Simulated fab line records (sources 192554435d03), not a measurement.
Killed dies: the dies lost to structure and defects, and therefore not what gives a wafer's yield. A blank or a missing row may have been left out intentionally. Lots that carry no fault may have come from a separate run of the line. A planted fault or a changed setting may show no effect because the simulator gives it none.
A lot that was struck, set against a sound lot | flow n5 finfet | 19 out of 1938 route steps
Sound: the wafers L981.4, L981.5, L981.6. The struck wafers were L992.1, L992.2, L992.3. The cause comes at the end.
Each step with rows lists, per side, the tool, then ch with its chambers, then its first start. Under that, the readings that differ: sound wafers | struck wafers | difference of the means | sigmas: that difference in standard deviations of wafers without a fault.
alike: words and numbers the same on both sides, and readings whose means are apart by under 2 such deviations; not compared: readings that were withheld, readings missing a value for some wafer, numbers with overlapping values and no deviation given by the record, and bounds like >300 which may hide the same value.
The two part at a step that has a row with sigmas, a row that says differs or no value, or rows on one side only. Numbers that don't overlap but have no deviation are shown without sigmas and don't part them. A reading that every wafer of one side lacks parts them only if that side has two wafers or more.

N5_BEOL_M11_CMP_52: polishes, stops on SiCOH lowk, t overpolish 7 s, target thk 140 nm.
  sound on cmp-01 ch 0,3, day 14 06:23; struck on cmp-01 ch 0,1,2, day 17 14:41
  reading              | sound             | struck            | difference | sigmas
  overpolish run s (s) | 7.014 6.996 7.009 | 6.980 6.989 6.987 | -0.021     | -2
  alike: barrier field endpoint s, motor current A, slurry filter dp kPa, slurry flow ml min, time to endpoint s
N5_BEOL_M11_THK_MEAS_53: measures by xrf.
  sound: film metro-01 at day 14 06:38; struck: film metro-02 at day 17 14:56
  alike: M11_THK
then, 1 step without rows for these wafers: N5_BEOL_M11_PRE_CLEAN_55 (time 15 s).
N5_BEOL_M11_DEP_56: deposits SiCN from 3MS/NH3, target thk 30 nm, time 10.5 s.
  sound on pecvd-04 ch 0,1,2, day 14 06:43; struck on pecvd-03 ch 0,1,2, day 17 15:00
  alike: showerhead plenum p Torr, throttle valve pct
N5_BEOL_M11_RS_MEAS_57: measurement is done with a four-point probe.
  sound: film metro-02 at day 14 06:46; struck: film metro-02 at day 17 15:04
  alike: M11_RS
N5_BEOL_M11_INSPECT_58: inspects for defects (darkfield).
  sound: defect inspect-01 at day 14 06:47; struck: defect inspect-01 at day 17 15:05
  reading          | sound    | struck      | difference | sigmas
  raw defect count | 60 55 69 | 128 122 127 | +64        | +3
N5_BEOL_M12_ILD_DEP_00: deposits SiOC from DEMS/O2, target thk 658.92 nm, time 130.7 s.
  sound on pecvd-01 ch 0,1,2, day 14 06:53; struck on pecvd-01 ch 0,1,2, day 17 15:07
  alike: heater power w, showerhead plenum p Torr, throttle valve pct
N5_BEOL_M12_THK_MEAS_01:
  sound: film metro-02 at day 14 06:58; struck: film metro-02 at day 17 15:15
  reading          | sound       | struck      | difference | sigmas
  M12_ILD_THK (nm) | 662 672 663 | 648 644 652 | -18        | -2
then, 4 steps without rows for these wafers: N5_BEOL_M12_COAT_58 (time 60 s, resist thk 89 nm); N5_BEOL_M12_COAT_04 (resist thk 400 nm); N5_BEOL_M12_EBR_06; N5_BEOL_M12_SOFTBAKE_05 (time 60 s).
N5_BEOL_M12_EXPOSE_07: exposes mask V11.
  sound on krf scanner-01 ch 0, day 14 07:14; struck on krf scanner-02 ch 0, day 17 15:23
  reading                          | sound          | struck         | difference | sigmas
  model.BEOL_M12.overlay x nm (nm) | -1.2 -1.2 -1.2 | 21.4 21.4 21.4 | +22.6      |
  alike: mask
then, 3 steps without rows for these wafers: N5_BEOL_M12_PEB_08 (peb time 90 s); N5_BEOL_M12_DEVELOP_09 (develop time 45 s); N5_BEOL_M12_HARDBAKE_14 (time 120 s).
N5_BEOL_M12_CD_MEAS_10: target cd 140 nm.
  sound on cd sem-02 ch 0, day 14 07:23; struck on cd sem-01 ch 0, day 17 15:34
  alike: cd nm
N5_BEOL_M12_OVL_MEAS_11:
  sound on overlay-01 ch 0, day 14 07:25; struck on overlay-02 ch 0, day 17 15:35
  reading      | sound  | struck   | difference | sigmas
  V11_OVL (nm) | -1 2 3 | 21 21 19 | +19        | +3
N5_BEOL_M12_INSPECT_12: inspects for defects (macro).
  sound: defect inspect-02 at day 14 07:27; struck: defect inspect-02 at day 17 15:37
  alike: raw defect count

== WHERE THEY PART ==
Earliest at N5_BEOL_M11_CMP_52; latest, in this record, at N5_BEOL_M12_OVL_MEAS_11. Later steps at which nothing parts them and some readings are alike: N5_BEOL_M12_INSPECT_12.

WHY: what the simulator had put in
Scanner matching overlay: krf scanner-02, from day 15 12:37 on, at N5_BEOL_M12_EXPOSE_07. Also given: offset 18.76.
